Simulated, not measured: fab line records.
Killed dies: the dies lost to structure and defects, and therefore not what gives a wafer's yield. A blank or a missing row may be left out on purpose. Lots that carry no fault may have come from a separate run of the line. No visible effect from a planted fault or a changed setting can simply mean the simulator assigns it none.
Chamber matching | flow nand harc | 4 sister chambers for NHARC_A_STAIRCASE_TRIM_22 on rie diel-04
The step chemistry O2, time 211.2 s. 7 wafers are shown with their chamber, then 8 later ones without.

WAFERS, EACH WITH ITS CHAMBER
wafer  | chamber | drypump motor current A (A) | showerhead plenum p Torr (Torr)
L479.6 | 2       | 6.0                         | 3.36
L480.4 | 0       | 5.4                         | 3.45
L491.6 | 3       | 5.7                         | 3.31
L490.3 | 3       | 5.7                         | 3.31
L490.4 | 0       | 5.4                         | 3.43
L490.5 | 1       | 6.4                         | 3.49
L493.1 | 1       | 6.3                         | 3.49

WAFERS WITH NO CHAMBER GIVEN
wafer  | drypump motor current A (A) | showerhead plenum p Torr (Torr)
L493.4 | 5.4                         | 3.43
L493.5 | 5.7                         | 3.30
L496.4 | 5.7                         | 3.30
L496.5 | 5.7                         | 3.30
L496.6 | 6.0                         | 3.33
L497.1 | 6.0                         | 3.33
L497.2 | 5.7                         | 3.30
L497.4 | 5.4                         | 3.42

CHAMBER TAKEN BY EACH
wafer  | from the rows above | in truth
L493.4 | 0                   | 0
L493.5 | 3                   | 3
L496.4 | 3                   | 3
L496.5 | 3                   | 3
L496.6 | 2                   | 2
L497.1 | 2                   | 2
L497.2 | 3                   | 3
L497.4 | 0                   | 0
Placed correctly: 8 of 8. Number that these rows cannot place: 0. Wrongly placed: 0.
How it was worked out, from the rows above alone: a wafer's distance from a chamber is the root of the sum, over the readings, of the square of ((its reading less the chamber's mean) divided by the reading's scatter). The wafer belongs to the nearest chamber; if the next one is less than 2 further off, it can't be placed. The mean given for a chamber averages the wafers shown for that chamber. The scatter: take each reading less its chamber's mean, square it, sum over the shown wafers, divide by the number of wafers less the number of chambers, and take the root.
